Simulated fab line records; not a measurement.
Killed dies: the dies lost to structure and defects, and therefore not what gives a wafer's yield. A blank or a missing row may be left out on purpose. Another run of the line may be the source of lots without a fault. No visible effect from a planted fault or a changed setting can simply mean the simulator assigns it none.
fab line records + flow nand-harc
record:
- lots: 12
- wafers: 36
- last-day: 33
route steps=1302 shown A_CHANNEL_FILL_D1@506 A_DECK1_JOINT@542 A_ONON_D2@548
lots with no fault: from the same line, run without faults
start-h: start of the lot's first displayed wafer, in hours after the record's first day + wait-h: hours from the lot's prior step to this one + " the same as in the row above + L1.1+2: a single row standing in for several wafers + - value missing, or start not given + * or withheld: withheld + < > ~ a bound
route shown NAME@n: a module of which the file shows steps, and the number in the route of the first + usual: average and standard deviation across the fault-free wafers + same: alike in all rows + chamber/n: place in a boat + sites: readings site by site + _std_site: their standard deviation + _edge_site: inner sites' mean taken away from outer sites' mean + radius-mm: how far each site lies from the wafer's centre + mask NAME#n: copy n + behind: the tool/chamber that last shaped the wafer + hold: why the lot was held/for how many hours/how that ended + device: transistor that didn't switch, given as n, p or np + end of line: tests of these same wafers at the route's end + for a step that has no rows: nothing shown but its recipe + killed: not the wafer's yield, but the dies lost to structure and defects at the first sort + map: the dies of a wafer, with x for killed, . for not killed, _ for no die there
set.NAME: the setting as run; set.NAME@STEP: as run at that earlier step + model.NAME: the simulator's own value behind a step, which no gauge read
route steps across a sampled set of lots; one table per step, one row per wafer
services: when a tool's chamber went out of use (start-h, in hours from the record's first day, below 0 if earlier), for how many hours, and the reason
== steps ==
step: NHARC_A_CHANNEL_FILL_D1_THK_MEAS_06
recipe:
- thk-meas-gauge: ellipsometry
usual:
- thk-nm: 5.1/0.99
| lot.wafer | tool          | chamber | start-h | wait-h | thk-nm |
|-----------|---------------|---------|---------|--------|--------|
| L692.2    | film-metro-01 | -       | 220.14  | 0.4    | 4.2    |
| L692.5    | "             | -       | "       | "      | 6.1    |
| L692.6    | "             | -       | "       | "      | 5.5    |
| L693.1    | film-metro-02 | -       | 234.73  | 0.4    | 4.2    |
| L693.3    | "             | -       | "       | "      | 6.9    |
| L693.5    | "             | -       | "       | "      | 5.2    |
| L697.2    | film-metro-02 | -       | 278.63  | 0.4    | 2.9    |
| L697.4    | "             | -       | "       | "      | 3.3    |
| L697.6    | "             | -       | "       | "      | 5.1    |
| L698.1    | film-metro-01 | -       | 286.66  | 0.4    | 5.7    |
| L698.4    | "             | -       | "       | "      | 3.7    |
| L698.6    | "             | -       | "       | "      | 5.3    |
| L699.1    | film-metro-02 | -       | 305.92  | 0.4    | 4.9    |
| L699.4    | "             | -       | "       | "      | 5.2    |
| L699.6    | "             | -       | "       | "      | 5.4    |
| L700.2    | film-metro-01 | -       | 305.92  | 0.4    | 5.0    |
| L700.3    | "             | -       | "       | "      | 3.7    |
| L700.5    | "             | -       | "       | "      | 6.6    |
| L704.2    | film-metro-01 | -       | 341.55  | 0.4    | 4.6    |
| L704.3    | "             | -       | "       | "      | 5.0    |
| L704.5    | "             | -       | "       | "      | 4.3    |
| L711.1    | film-metro-02 | -       | 410.37  | 0.4    | 3.4    |
| L711.2    | "             | -       | "       | "      | 5.7    |
| L711.4    | "             | -       | "       | "      | 4.6    |
| L712.2    | film-metro-01 | -       | 424.43  | 0.4    | 6.3    |
| L712.4    | "             | -       | "       | "      | 5.0    |
| L712.5    | "             | -       | "       | "      | 4.5    |
| L713.2    | film-metro-02 | -       | 434.88  | 0.4    | 5.4    |
| L713.3    | "             | -       | "       | "      | 6.6    |
| L713.6    | "             | -       | "       | "      | 4.9    |
| L714.2    | film-metro-01 | -       | 443.69  | 0.4    | 4.4    |
| L714.3    | "             | -       | "       | "      | 5.7    |
| L714.5    | "             | -       | "       | "      | 5.2    |
| L715.3    | film-metro-02 | -       | 458.78  | 0.4    | 5.1    |
| L715.5    | "             | -       | "       | "      | 5.1    |
| L715.6    | "             | -       | "       | "      | 5.4    |
step: NHARC_A_CHANNEL_FILL_D1_STRIP_29
recipe:
- time-s: 20
- o2-flow-sccm: 500
- ar-flow-sccm: 0
- bias-w: 0
- chemistry: O2
usual:
- drypump-motor-current-A: 6.0/0.43
- oes-product-au: 0.997/0.01
- rf-vpp-V: 57.7/0.85
- showerhead-plenum-p-Torr: 3.54/0.11
- throttle-valve-pct: 17.035/0.0097
| lot.wafer | tool        | chamber | start-h | wait-h | drypump-motor-current-A | oes-product-au | rf-hours-counter-h | rf-vpp-V | showerhead-plenum-p-Torr | throttle-valve-pct |
|-----------|-------------|---------|---------|--------|-------------------------|----------------|--------------------|----------|--------------------------|--------------------|
| L692.2    | rie-diel-07 | 2       | -       | -      | 6.0                     | 1.003          | 7.6                | 57.4     | 3.30                     | 17.041             |
| L692.6    | "           | 0       | "       | "      | 6.8                     | 0.980          | -                  | 58.3     | 3.53                     | 17.036             |
| L692.5    | "           | 1       | "       | "      | 5.9                     | 0.985          | -                  | 56.9     | 3.38                     | 17.052             |
| L693.3    | rie-diel-11 | 1       | -       | -      | 6.3                     | 1.006          | 6.0                | 57.3     | 3.54                     | 17.044             |
| L693.1    | "           | 3       | "       | "      | 5.5                     | 1.003          | 6.8                | 57.4     | 3.61                     | 17.047             |
| L693.5    | "           | 1       | "       | "      | 6.3                     | 1.019          | -                  | 57.8     | 3.54                     | 17.035             |
| L697.2    | rie-diel-07 | 0       | -       | -      | 6.8                     | 0.982          | 8.6                | 58.3     | 3.53                     | 17.029             |
| L697.4    | "           | 2       | "       | "      | 6.0                     | 0.994          | 10.7               | 58.1     | 3.29                     | 17.018             |
| L697.6    | "           | 0       | "       | "      | 6.8                     | 0.972          | -                  | 57.5     | 3.53                     | 17.039             |
| L698.1    | rie-diel-11 | 1       | -       | -      | 6.3                     | 0.998          | 1.2                | 58.4     | 3.53                     | 17.036             |
| L698.4    | "           | 3       | "       | "      | 5.5                     | 1.002          | 1.4                | 59.1     | 3.61                     | 17.026             |
| L698.6    | "           | 2       | "       | "      | 6.0                     | 0.989          | -                  | 56.9     | 3.60                     | 17.027             |
| L700.3    | rie-diel-03 | 1       | -       | -      | 5.9                     | 0.998          | 0.9                | 58.3     | 3.68                     | 17.036             |
| L700.2    | "           | 0       | "       | "      | 5.3                     | 1.005          | 0.9                | 57.3     | 3.54                     | 17.030             |
| L700.5    | "           | 2       | "       | "      | 6.3                     | 0.998          | -                  | 59.8     | 3.65                     | 17.028             |
| L699.1    | rie-diel-07 | 2       | -       | -      | 6.0                     | 0.982          | 0.3                | 58.6     | 3.29                     | 17.032             |
| L699.4    | "           | 1       | "       | "      | 5.9                     | 1.003          | 0.4                | 57.5     | 3.38                     | 17.053             |
| L699.6    | "           | 2       | "       | "      | 6.0                     | 0.984          | -                  | 57.7     | 3.29                     | 17.028             |
| L704.2    | rie-diel-11 | 0       | -       | -      | 5.2                     | 1.006          | 4.2                | 55.6     | 3.42                     | 17.035             |
| L704.3    | "           | 1       | "       | "      | 6.4                     | 0.999          | 4.2                | 58.5     | 3.53                     | 17.052             |
| L704.5    | "           | 0       | "       | "      | 5.2                     | 1.006          | -                  | 56.8     | 3.42                     | 17.024             |
| L711.1    | rie-diel-03 | 0       | -       | -      | 5.3                     | 1.018          | 7.8                | 57.0     | 3.53                     | 17.050             |
| L711.2    | "           | 1       | "       | "      | 5.9                     | 1.010          | 7.2                | 57.2     | 3.67                     | 17.034             |
| L711.4    | "           | 3       | "       | "      | 5.7                     | 1.010          | 5.3                | 57.2     | 3.52                     | 17.038             |
| L712.2    | rie-diel-07 | 2       | 430.18  | 0.1    | 6.0                     | 0.997          | 7.5                | 57.0     | 3.29                     | 17.031             |
| L712.5    | "           | 2       | "       | "      | 6.0                     | 0.996          | -                  | 57.0     | 3.29                     | 17.046             |
| L712.4    | "           | 0       | "       | "      | 6.8                     | 1.008          | -                  | 56.9     | 3.53                     | 17.041             |
| L713.3    | rie-diel-03 | 1       | -       | -      | 5.9                     | 0.988          | 8.7                | 58.5     | 3.67                     | 17.046             |
| L713.2    | "           | 3       | "       | "      | 5.7                     | 1.012          | 7.0                | 56.7     | 3.52                     | 17.030             |
| L713.6    | "           | 2       | "       | "      | 6.3                     | 1.007          | -                  | 57.8     | 3.65                     | 17.033             |
| L714.3    | rie-diel-07 | 3       | -       | -      | 5.9                     | 0.980          | 9.6                | 57.2     | 3.62                     | 17.032             |
| L714.2    | "           | 2       | "       | "      | 6.0                     | 0.995          | 8.8                | 56.3     | 3.29                     | 17.048             |
| L714.5    | "           | 0       | "       | "      | 6.8                     | 0.989          | -                  | 58.2     | 3.53                     | 17.022             |
| L715.3    | rie-diel-11 | 0       | -       | -      | 5.3                     | 1.006          | 0.8                | 58.1     | 3.42                     | 17.044             |
| L715.6    | "           | 3       | "       | "      | 5.5                     | 0.992          | -                  | 57.2     | 3.61                     | 17.041             |
| L715.5    | "           | 0       | "       | "      | 5.3                     | 1.009          | -                  | 56.1     | 3.42                     | 17.019             |
step: NHARC_A_DECK1_JOINT_DEP_16
recipe:
- target-thk-a: 450
- temp-c: 400
- pressure-torr: 6.5
- rf-w: 900
- teos-flow-sccm: 161.4
- flow-sccm: 2650
- target-thk-nm: 45
- gas: O2
- material: SiO2
usual:
- heater-power-outer-w: 317/66
- heater-power-w: 568/92
- throttle-valve-pct: 15.9/0.71
| lot.wafer | tool     | chamber | start-h | wait-h | heater-power-outer-w | heater-power-w | throttle-valve-pct |
|-----------|----------|---------|---------|--------|----------------------|----------------|--------------------|
| L692.2    | pecvd-03 | 2       | 262.89  | 0.1    | 339                  | 606            | 14.7               |
| L692.6    | "        | 1       | "       | "      | 311                  | 573            | 16.4               |
| L692.5    | "        | 2       | "       | "      | 341                  | 613            | 14.6               |
| L693.3    | pecvd-03 | 2       | 283.85  | 0.1    | 311                  | 562            | 14.8               |
| L693.1    | "        | 1       | "       | "      | 339                  | 593            | 16.5               |
| L693.5    | "        | 2       | "       | "      | 320                  | 586            | 14.3               |
| L697.2    | pecvd-04 | 2       | 321.87  | 0.1    | 237                  | 462            | 17.1               |
| L697.6    | "        | 0       | "       | "      | 340                  | 624            | 15.4               |
| L697.4    | "        | 1       | "       | "      | 358                  | 612            | 16.0               |
| L698.1    | pecvd-04 | 0       | 336.42  | 0.1    | 324                  | 593            | 15.5               |
| L698.4    | "        | 1       | "       | "      | 362                  | 625            | 15.9               |
| L698.6    | "        | 0       | "       | "      | 329                  | 595            | 15.3               |
| L700.3    | pecvd-04 | 1       | 350.51  | 0.1    | 410                  | 694            | 15.9               |
| L700.2    | "        | 0       | "       | "      | 319                  | 577            | 15.6               |
| L700.5    | "        | 1       | "       | "      | 421                  | 692            | 15.7               |
| L699.1    | pecvd-03 | 0       | 350.57  | 0.1    | 182                  | 357            | 15.6               |
| L699.4    | "        | 1       | "       | "      | 298                  | 567            | 16.3               |
| L699.6    | "        | 0       | "       | "      | 180                  | 366            | 15.7               |
| L704.2    | pecvd-02 | 2       | 388.94  | 0.1    | 285                  | 511            | 16.2               |
| L704.3    | "        | 0       | "       | "      | 247                  | 477            | 16.5               |
| L704.5    | "        | 2       | "       | "      | 287                  | 500            | 16.2               |
| L711.1    | pecvd-03 | 0       | 462.80  | 0.1    | 285                  | 477            | 15.8               |
| L711.2    | "        | 1       | "       | "      | 318                  | 577            | 16.3               |
| L711.4    | "        | 2       | "       | "      | 343                  | 598            | 14.8               |
| L712.2    | pecvd-03 | 0       | 471.01  | 0.1    | 263                  | 464            | 15.8               |
| L712.5    | "        | 0       | "       | "      | 269                  | 467            | 15.8               |
| L712.4    | "        | 1       | "       | "      | 281                  | 510            | 16.7               |
| L713.2    | pecvd-04 | 2       | 479.68  | 0.1    | 232                  | 467            | 17.0               |
| L713.3    | "        | 1       | "       | "      | 460                  | 757            | 15.4               |
| L713.6    | "        | 1       | "       | "      | 452                  | 773            | 15.6               |
| L714.2    | pecvd-04 | 2       | 490.71  | 0.1    | 277                  | 533            | 17.0               |
| L714.3    | "        | 1       | "       | "      | 410                  | 695            | 15.3               |
| L714.5    | "        | 0       | "       | "      | 355                  | 633            | 15.2               |
| L715.3    | pecvd-03 | 1       | 503.49  | 0.1    | 271                  | 505            | 16.7               |
| L715.6    | "        | 0       | "       | "      | 252                  | 435            | 16.3               |
| L715.5    | "        | 1       | "       | "      | 274                  | 501            | 16.6               |
step: NHARC_A_DECK1_JOINT_THK_MEAS_17
recipe:
- thk-meas-gauge: ellipsometry
usual:
- thk-nm: 45.2/1.1
| lot.wafer | tool          | chamber | start-h | wait-h | thk-nm |
|-----------|---------------|---------|---------|--------|--------|
| L692.2    | film-metro-01 | -       | 263.21  | 0.3    | 46.7   |
| L692.5    | "             | -       | "       | "      | 46.4   |
| L692.6    | "             | -       | "       | "      | 45.2   |
| L693.1    | film-metro-01 | -       | 284.13  | 0.2    | 44.0   |
| L693.3    | "             | -       | "       | "      | 45.9   |
| L693.5    | "             | -       | "       | "      | 45.4   |
| L697.2    | film-metro-02 | -       | 322.09  | 0.2    | 45.6   |
| L697.4    | "             | -       | "       | "      | 46.5   |
| L697.6    | "             | -       | "       | "      | 45.4   |
| L698.1    | film-metro-02 | -       | 336.75  | 0.3    | 44.8   |
| L698.4    | "             | -       | "       | "      | 46.0   |
| L698.6    | "             | -       | "       | "      | 46.6   |
| L699.1    | film-metro-01 | -       | 350.79  | 0.2    | 46.7   |
| L699.4    | "             | -       | "       | "      | 45.4   |
| L699.6    | "             | -       | "       | "      | 44.8   |
| L700.2    | film-metro-02 | -       | 350.79  | 0.2    | 43.8   |
| L700.3    | "             | -       | "       | "      | 42.7   |
| L700.5    | "             | -       | "       | "      | 44.3   |
| L704.2    | film-metro-02 | -       | 389.23  | 0.3    | 46.6   |
| L704.3    | "             | -       | "       | "      | 46.0   |
| L704.5    | "             | -       | "       | "      | 44.1   |
| L711.1    | film-metro-01 | -       | 463.05  | 0.2    | 44.8   |
| L711.2    | "             | -       | "       | "      | 45.3   |
| L711.4    | "             | -       | "       | "      | 44.0   |
| L712.2    | film-metro-02 | -       | 471.29  | 0.3    | 43.3   |
| L712.4    | "             | -       | "       | "      | 43.9   |
| L712.5    | "             | -       | "       | "      | 44.6   |
| L713.2    | film-metro-01 | -       | 479.96  | 0.3    | 31.9   |
| L713.3    | "             | -       | "       | "      | 30.4   |
| L713.6    | "             | -       | "       | "      | 32.2   |
| L714.2    | film-metro-02 | -       | 490.99  | 0.3    | 31.9   |
| L714.3    | "             | -       | "       | "      | 31.9   |
| L714.5    | "             | -       | "       | "      | 32.6   |
| L715.3    | film-metro-01 | -       | 503.71  | 0.2    | 43.9   |
| L715.5    | "             | -       | "       | "      | 44.7   |
| L715.6    | "             | -       | "       | "      | 46.5   |
step: NHARC_A_ONON_D2_THK_MEAS_05
recipe:
- thk-meas-gauge: ellipsometry
usual:
- thk-nm: 997/5.7
| lot.wafer | tool          | chamber | start-h | wait-h | thk-nm |
|-----------|---------------|---------|---------|--------|--------|
| L692.2    | film-metro-01 | -       | 264.41  | -      | 999    |
| L692.5    | "             | -       | "       | "      | 998    |
| L692.6    | "             | -       | "       | "      | 1001   |
| L693.1    | film-metro-01 | -       | 285.31  | -      | 995    |
| L693.3    | "             | -       | "       | "      | 996    |
| L693.5    | "             | -       | "       | "      | 997    |
| L697.2    | film-metro-01 | -       | 323.27  | -      | 987    |
| L697.4    | "             | -       | "       | "      | 987    |
| L697.6    | "             | -       | "       | "      | 986    |
| L698.1    | film-metro-01 | -       | 337.93  | -      | 1002   |
| L698.4    | "             | -       | "       | "      | 1001   |
| L698.6    | "             | -       | "       | "      | 1000   |
| L699.1    | film-metro-01 | -       | 351.96  | -      | 997    |
| L699.4    | "             | -       | "       | "      | 994    |
| L699.6    | "             | -       | "       | "      | 996    |
| L700.2    | film-metro-02 | -       | 351.97  | -      | 988    |
| L700.3    | "             | -       | "       | "      | 990    |
| L700.5    | "             | -       | "       | "      | 990    |
| L704.2    | film-metro-01 | -       | 390.40  | -      | 998    |
| L704.3    | "             | -       | "       | "      | 997    |
| L704.5    | "             | -       | "       | "      | 999    |
| L711.1    | film-metro-02 | -       | 464.22  | -      | 990    |
| L711.2    | "             | -       | "       | "      | 989    |
| L711.4    | "             | -       | "       | "      | 991    |
| L712.2    | film-metro-01 | -       | 472.50  | -      | 1004   |
| L712.4    | "             | -       | "       | "      | 1005   |
| L712.5    | "             | -       | "       | "      | 1004   |
| L713.2    | film-metro-01 | -       | 481.14  | -      | 996    |
| L713.3    | "             | -       | "       | "      | 997    |
| L713.6    | "             | -       | "       | "      | 997    |
| L714.2    | film-metro-02 | -       | 492.18  | -      | 1004   |
| L714.3    | "             | -       | "       | "      | 1002   |
| L714.5    | "             | -       | "       | "      | 1004   |
| L715.3    | film-metro-02 | -       | 504.90  | -      | 994    |
| L715.5    | "             | -       | "       | "      | 993    |
| L715.6    | "             | -       | "       | "      | 993    |
== services ==
| tool        | chamber | start-h | hours | kind   |
|-------------|---------|---------|-------|--------|
| rie-diel-11 | 1       | 218.60  | 4.3   | repair |
| pecvd-02    | -       | 227.33  | 13.0  | pm     |
| rie-diel-03 | 0       | 228.38  | 5.9   | repair |
| rie-diel-11 | 1       | 249.69  | 2.9   | repair |
| rie-diel-11 | -       | 255.53  | 9.0   | pm     |
| pecvd-03    | 0       | 256.18  | 10.2  | repair |
| pecvd-04    | -       | 269.41  | 13.0  | pm     |
| rie-diel-03 | -       | 281.30  | 9.0   | pm     |
| rie-diel-07 | -       | 294.58  | 9.0   | pm     |
| rie-diel-03 | 3       | 298.83  | 4.2   | repair |
| pecvd-04    | 2       | 331.74  | 12.7  | repair |
| pecvd-03    | -       | 366.30  | 13.0  | pm     |
| rie-diel-03 | 3       | 387.04  | 25.4  | repair |
| rie-diel-11 | -       | 408.27  | 0.4   | repair |
| pecvd-02    | -       | 408.33  | 13.0  | pm     |
| rie-diel-07 | 1       | 413.43  | 22.1  | repair |
| rie-diel-11 | 1       | 418.82  | 2.0   | repair |
| rie-diel-03 | -       | 421.22  | 0.1   | repair |
| rie-diel-11 | -       | 432.56  | 9.0   | pm     |
| pecvd-04    | -       | 450.41  | 13.0  | pm     |
| rie-diel-03 | -       | 458.30  | 9.0   | pm     |
| rie-diel-07 | -       | 471.58  | 9.0   | pm     |
| rie-diel-11 | 2       | 472.82  | 3.8   | repair |
| rie-diel-11 | 3       | 495.00  | 10.1  | repair |
== key ==
first-sign:
- step: NHARC_A_DECK1_JOINT_THK_MEAS_17
- reading: thk-nm
- direction: down
- sigmas: 12
- usual: 45.2
- struck: 31.8
effect none on later readings
met-at NHARC_A_DECK1_JOINT_DEP_16
struck-lots L713,L714
tester-left-out L713,L714
not-acting-at NHARC_A_CHANNEL_FILL_D1_THK_MEAS_06,NHARC_A_CHANNEL_FILL_D1_STRIP_29,NHARC_A_ONON_D2_THK_MEAS_05
onset-between 350.51 479.68
fault:
- kind: process-parameter-drift
- tool: pecvd-04
- chamber: -
- onset-h: 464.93
- steps: NHARC_A_DECK1_JOINT_DEP_16
- channel: target-thk-nm
- offset: -13.348
- shape: step
- end-h: 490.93
- acts-in: these-recipes-only
- stated: 45
tester-left-out: of these lots the tester's yield and bins aren't shown, on N5 and GAA mostly nor the transistor test; their killed dies are dies lost to structure and defects alone, not to doping, threshold or leakage, so they don't give the yield
